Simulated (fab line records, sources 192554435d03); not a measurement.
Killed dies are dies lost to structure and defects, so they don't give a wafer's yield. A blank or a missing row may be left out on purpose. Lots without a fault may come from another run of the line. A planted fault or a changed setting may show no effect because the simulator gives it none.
One fault seen from 2 desks | flow n5_finfet | each desk has only its own numbers; what lay behind them comes last

THE TOOL OWNER'S DESK: rie_diel-01
The tool's own readings at N5_BEOL_M1_ETCH_70 (etches SOC in N2/H2, target depth 80 nm, overetch 16 nm, time 120 s): means of the sampled wafers that have a number, for each lot that ran on this tool. A lot is out of limits, marked OUT, if its mean lies more than 4 standard deviations from the usual mean; the brackets give that distance. Of its 8 readings 7 are shown: the one that was out of limits first, and those that lie furthest out on some lot.
Columns: A = bias_w at N5_BEOL_M1_ETCH_70, usual 150.0 W; B = drypump_motor_current_A at N5_BEOL_M1_ETCH_70, usual 5.8 A; C = h2_flow_sccm at N5_BEOL_M1_ETCH_70, usual 199.9 sccm; D = oes_product_au at N5_BEOL_M1_ETCH_70, usual 0.62 a.u.; E = rf_vpp_V at N5_BEOL_M1_ETCH_70, usual 524.6 V; F = temp_c at N5_BEOL_M1_ETCH_70, usual 40.00 C; G = throttle_valve_pct at N5_BEOL_M1_ETCH_70, usual 17.74 %
lot  | first seen here | A               | B   | C     | D    | E               | F     | G
L786 | day 7 14:49     | 150.0           | 6.5 | 200.4 | 0.54 | 522.7           | 39.99 | 18.01
L788 | day 7 19:44     | 149.7           | 5.2 | 199.6 | 0.70 | 524.6           | 39.93 | 17.70
L791 | day 8 22:26     | 150.0           | 5.6 | 199.3 | 0.67 | 525.0           | 40.12 | 17.62
L795 | day 9 20:25     | 149.7           | 6.5 | 200.0 | 0.68 | 522.0           | 39.97 | 17.74
L801 | day 11 07:01    | 169.7 (+45) OUT | 5.6 | 199.7 | 0.65 | 567.5 (+14) OUT | 39.92 | 17.64
L803 | day 12 00:14    | 169.9 (+45) OUT | 5.6 | 200.1 | 0.65 | 568.0 (+14) OUT | 39.97 | 17.65
This desk's finding: out of limits on L801, L803; first on L801, day 11 07:01 (bias_w at N5_BEOL_M1_ETCH_70). In limits: L786, L788, L791, L795.

THE METROLOGY DESK
What the gauges read, lot by lot, whatever tool the lot ran on: means of the sampled wafers that have a number. A lot is out of limits, marked OUT, if its mean lies more than 4 standard deviations from the usual mean; the brackets give that distance. Of its 10 readings 7 are shown: those that lie furthest out on some lot.
Columns: A = DIBL_N at N5_BEOL_M4_RC_MEAS_101, usual 35.9 mV/V; B = DIBL_P at N5_BEOL_M4_RC_MEAS_101, usual 35.9 mV/V; C = IOFF_N at N5_BEOL_M4_RC_MEAS_101, usual 0.155 nA/um; D = IOFF_P at N5_BEOL_M4_RC_MEAS_101, usual 0.201 nA/um; E = ION_N at N5_BEOL_M4_RC_MEAS_101, usual 672 uA/um; F = SS_N at N5_BEOL_M4_RC_MEAS_101, usual 71.6 mV/dec; G = VT_N at N5_BEOL_M4_RC_MEAS_101, usual 250.0 mV
lot  | first seen here | A    | B    | C     | D     | E   | F    | G
L786 | day 9 06:42     | 35.9 | 36.2 | 0.168 | 0.212 | 675 | 71.5 | 248.9
L788 | day 9 10:04     | 35.1 | 36.5 | 0.146 | 0.176 | 670 | 71.6 | 251.1
L791 | day 10 18:28    | 33.9 | 32.8 | 0.129 | 0.177 | 668 | 70.8 | 250.8
L795 | day 11 08:53    | 37.3 | 35.6 | 0.161 | 0.229 | 675 | 71.6 | 250.1
L796 | day 11 12:03    | 37.0 | 36.5 | 0.184 | 0.244 | 675 | 72.4 | 246.2
L801 | day 12 22:56    | 36.1 | 37.3 | 0.162 | 0.210 | 675 | 72.4 | 249.2
L803 | day 13 16:23    | 36.2 | 38.3 | 0.208 | 0.246 | 681 | 71.8 | 243.9
L805 | day 13 23:38    | 34.7 | 33.7 | 0.128 | 0.184 | 657 | 71.3 | 254.4
This desk's finding: nothing out of limits on any of the 8 lots.

PUT TOGETHER
The tool owner's desk could have raised an alarm at day 11 07:01, on L801, L803.
The metrology desk saw nothing out of limits.
The metrology desk has L801, L803 on record, within its limits.
Of the lots named, all ran N5_BEOL_M1_ETCH_70 on rie_diel-01.

WHAT THE SIMULATOR HAD PUT IN
Process parameter drift: rie_diel-01, from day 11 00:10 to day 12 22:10, at N5_BEOL_M1_ETCH_70. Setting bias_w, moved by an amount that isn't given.
Lots struck among those shown: L801, L803.
Hours from the fault's start to each desk's first reading out of limits: the tool owner's desk, 7.
